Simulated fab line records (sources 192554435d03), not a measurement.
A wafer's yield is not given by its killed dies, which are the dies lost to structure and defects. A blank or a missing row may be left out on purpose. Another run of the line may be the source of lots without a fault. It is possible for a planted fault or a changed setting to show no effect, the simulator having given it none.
Chamber matching + flow n5_finfet + N5_DUMMY_GATE_ETCH_37 on rie_diel-02: 4 sister chambers
The step etches SOC in N2/H2, target depth 60 nm, overetch 30 nm. 18 wafers are shown with their chamber, then 9 later ones without.

== WAFERS WITH THEIR CHAMBER ==
| wafer  | chamber | showerhead_plenum_p_Torr (Torr) | throttle_valve_pct (%) | drypump_motor_current_A (A) |
|--------|---------|---------------------------------|------------------------|-----------------------------|
| L077.1 | 3       | 2.67                            | 17.94                  | 5.5                         |
| L077.4 | 1       | 2.42                            | 18.48                  | 5.6                         |
| L077.6 | 0       | 2.65                            | 17.97                  | 5.2                         |
| L079.1 | 0       | 2.65                            | 17.97                  | 5.2                         |
| L079.3 | 1       | 2.42                            | 18.50                  | 5.7                         |
| L079.5 | 2       | 2.39                            | 17.74                  | 5.0                         |
| L080.1 | 3       | 2.66                            | 17.95                  | 5.5                         |
| L080.2 | 1       | 2.42                            | 18.49                  | 5.6                         |
| L080.4 | 2       | 2.39                            | 17.74                  | 5.0                         |
| L082.1 | 3       | 2.66                            | 17.96                  | 5.5                         |
| L082.2 | 1       | 2.41                            | 18.51                  | 5.7                         |
| L082.6 | 2       | 2.39                            | 17.74                  | 5.0                         |
| L084.1 | 1       | 2.41                            | 18.51                  | 5.6                         |
| L084.3 | 0       | 2.65                            | 17.99                  | 5.2                         |
| L084.6 | 1       | 2.41                            | 18.48                  | 5.6                         |
| L085.2 | 3       | 2.66                            | 17.96                  | 5.5                         |
| L085.3 | 0       | 2.64                            | 17.98                  | 5.2                         |
| L085.6 | 3       | 2.66                            | 17.97                  | 5.5                         |

SIGNATURES (means of the wafers above)
| reading                  | chamber 0 | chamber 1 | chamber 2 | chamber 3 | scatter within a chamber |
|--------------------------|-----------|-----------|-----------|-----------|--------------------------|
| showerhead_plenum_p_Torr | 2.6475    | 2.4150    | 2.3900    | 2.6620    | 0.00467                  |
| throttle_valve_pct       | 17.9775   | 18.4950   | 17.7400   | 17.9560   | 0.0112                   |
| drypump_motor_current_A  | 5.200     | 5.633     | 5.000     | 5.500     | 0.0309                   |
Rule: distance of a wafer from a chamber = root of the sum over the readings of ((wafer's reading minus chamber's mean) / reading's scatter) squared. If the next closest chamber is less than 2 further off than the closest, the wafer can't be placed; otherwise it belongs to the closest. How the scatter is found: for the shown wafers, subtract from each reading the mean of its chamber, square and add these, divide the total by (wafers less chambers), then take the root.

== WAFERS WHOSE CHAMBER IS MISSING ==
| wafer  | showerhead_plenum_p_Torr (Torr) | throttle_valve_pct (%) | drypump_motor_current_A (A) |
|--------|---------------------------------|------------------------|-----------------------------|
| L087.2 | 2.39                            | 17.76                  | 5.0                         |
| L087.4 | 2.66                            | 17.97                  | 5.5                         |
| L087.6 | 2.39                            | 17.75                  | 5.0                         |
| L090.1 | 2.65                            | 17.97                  | 5.5                         |
| L090.3 | 2.41                            | 18.51                  | 5.6                         |
| L090.5 | 2.64                            | 18.02                  | 5.2                         |
| L094.2 | 2.65                            | 18.00                  | 5.5                         |
| L094.5 | 2.71                            | 17.32                  | 5.0                         |
| L094.6 | 2.40                            | 18.52                  | 5.6                         |

== EACH ONE'S CHAMBER ==
| wafer  | from the rows above     | in truth |
|--------|-------------------------|----------|
| L087.2 | 2                       | 2        |
| L087.4 | 3                       | 3        |
| L087.6 | 2                       | 2        |
| L090.1 | 3                       | 3        |
| L090.3 | 1                       | 1        |
| L090.5 | 0                       | 0        |
| L094.2 | 3                       | 3        |
| L094.5 | can't be placed: 3 or 0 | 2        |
| L094.6 | 1                       | 1        |
Correct placement for 8 of the 9. From these rows, 1 cannot be placed; in 0 the true chamber is one of the candidates. Placed wrongly: 0.
